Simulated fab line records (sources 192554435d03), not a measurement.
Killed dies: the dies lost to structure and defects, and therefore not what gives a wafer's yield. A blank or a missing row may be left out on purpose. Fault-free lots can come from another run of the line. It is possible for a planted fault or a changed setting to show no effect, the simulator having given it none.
What tool caused it? | flow n5-finfet | Sampling: 12 lots, 34 wafers, 3 of 1938 route steps

## WHAT EACH GAUGE READ, for each wafer
N5_HKMG_FIN_THK_MEAS_70: measures by xrf.
lot  | measured    | on            | HK_THK (nm)
L695 | day 4 05:31 | film-metro-01 | 1.604 1.633
L698 | day 4 21:38 | film-metro-02 | 1.613 1.633 1.614
L699 | day 5 05:15 | film-metro-01 | 1.591 1.590 1.615
L701 | day 5 16:35 | film-metro-02 | 1.606 1.603 1.584
L702 | day 5 22:46 | film-metro-01 | 1.593 1.590 1.598
L703 | day 6 04:28 | film-metro-02 | 1.575 1.577 1.594
L709 | day 7 15:08 | film-metro-02 | 1.623 1.571 1.626
L712 | day 8 08:50 | film-metro-01 | 1.616 1.607
L713 | day 8 16:50 | film-metro-02 | 1.599 1.625 1.573
L715 | day 9 04:27 | film-metro-02 | 1.609 1.563 1.580
L716 | day 9 16:05 | film-metro-02 | 1.599 1.600 1.588
L717 | day 9 17:02 | film-metro-01 | 1.599 1.604 1.589

## EACH LOT AND THE TOOL THAT RAN IT (in order: tool; ch and the chambers of the sampled wafers; start)
lot  | N5_SDB_CUT_ETCH_26              | N5_HKMG_FIN_ALD_36
L695 | rie-si-01 ch 1,2, day 3 21:40   | ald-metal-02 ch 1,3, day 4 05:14
L698 | rie-si-01 ch 1,2,3, day 4 12:39 | ald-metal-03 ch 0,3, day 4 21:22
L699 | rie-si-01 ch 1,2,3, day 4 21:43 | ald-metal-04 ch 0,1,2, day 5 04:58
L701 | rie-si-01 ch 0,1, day 5 09:25   | ald-metal-02 ch 0,2, day 5 16:19
L702 | rie-si-01 ch 0,3, day 5 15:17   | ald-metal-02 ch 2,3, day 5 22:29
L703 | rie-si-01 ch 0,3, day 5 20:49   | ald-metal-02 ch 0,1,3, day 6 04:11
L709 | rie-si-05 ch 0,1,2, day 7 06:35 | ald-metal-02 ch 1,2,3, day 7 14:51
L712 | rie-si-06 ch 0,1, day 7 23:59   | ald-metal-03 ch 0,3, day 8 08:33
L713 | rie-si-01 ch 1,2, day 8 09:24   | ald-metal-03 ch 0,1, day 8 16:34
L715 | rie-si-01 ch 0,2,3, day 8 20:40 | ald-metal-03 ch 1,2,3, day 9 04:10
L716 | rie-si-05 ch 0,1,3, day 9 08:37 | ald-metal-03 ch 0,3, day 9 15:48
L717 | rie-si-06 ch 1,2,3, day 9 09:37 | ald-metal-03 ch 0,2,3, day 9 16:45
- N5_SDB_CUT_ETCH_26: etches Si in HBr/Cl2/O2, target depth 129.6 nm, bt time 20 s, time 51.8 s.
- N5_HKMG_FIN_ALD_36: deposits TiN, target thk 1 nm, pulse time 1 s, purge time 3 s.

## AS READ BY THE TOOLS THEMSELVES (means over the sampled wafers that have a number; for cases with no such wafer, the mark the record gives instead)
N5_SDB_CUT_ETCH_26.
lot  | tool      | drypump-motor-current-A (A) | oes-product-au (a.u.) | throttle-valve-pct (%)
L695 | rie-si-01 | 5.1                         | 1.012                 | 36.8
L698 | rie-si-01 | 5.3                         | 1.010                 | 37.0
L699 | rie-si-01 | 5.2                         | 1.006                 | 37.0
L701 | rie-si-01 | 5.0                         | 1.014                 | 36.8
L702 | rie-si-01 | 5.2                         | 1.003                 | 37.1
L703 | rie-si-01 | 5.4                         | 0.998                 | 37.3
L709 | rie-si-05 | 6.0                         | 1.007                 | 37.1
L712 | rie-si-06 | 5.2                         | 0.982                 | 36.9
L713 | rie-si-01 | 5.1                         | 1.007                 | 36.9
L715 | rie-si-01 | 5.3                         | 1.000                 | 37.2
L716 | rie-si-05 | 5.4                         | 0.986                 | 37.0
L717 | rie-si-06 | 5.7                         | 1.008                 | 36.9

N5_HKMG_FIN_ALD_36.
lot  | tool         | heater-power-w (W) | precursor-pulse-height-rel
L695 | ald-metal-02 | 802                | 0.986
L698 | ald-metal-03 | 849                | 1.000
L699 | ald-metal-04 | 926                | 0.993
L701 | ald-metal-02 | 733                | 0.987
L702 | ald-metal-02 | 786                | 0.987
L703 | ald-metal-02 | 779                | 1.009
L709 | ald-metal-02 | 776                | 1.008
L712 | ald-metal-03 | 872                | 1.002
L713 | ald-metal-03 | 839                | 1.026
L715 | ald-metal-03 | 956                | 0.992
L716 | ald-metal-03 | 859                | 1.012
L717 | ald-metal-03 | 886                | 1.011

## THE ANSWER, worked out from the rows above alone
Rule: the usual values come from the lots themselves. Put in order of their means at a reading, lots are off if they are a third of the lots or fewer, leave a main group of 4 or more, and stand apart from it by a gap of 3 or more times the standard deviation of the main group's means; of several such gaps the widest counts. A main group whose means are all the same, to the digits that the tables above print for the reading, isn't used. A lot without any number at a reading at which 4 lots or more have one is off too. Any other lot the step has rows for is counted as sound. After the gauges, taken in route order, come the tools' own readings; for these a lot's mean is taken, as printed above. The first step at which some lot is off is used, and at that step the reading that is off furthest; a lot without a number counts as furthest.
No lot is off at any reading shown: from this, nothing can be told.

## WHAT HAD BEEN PUT IN BY THE SIMULATOR
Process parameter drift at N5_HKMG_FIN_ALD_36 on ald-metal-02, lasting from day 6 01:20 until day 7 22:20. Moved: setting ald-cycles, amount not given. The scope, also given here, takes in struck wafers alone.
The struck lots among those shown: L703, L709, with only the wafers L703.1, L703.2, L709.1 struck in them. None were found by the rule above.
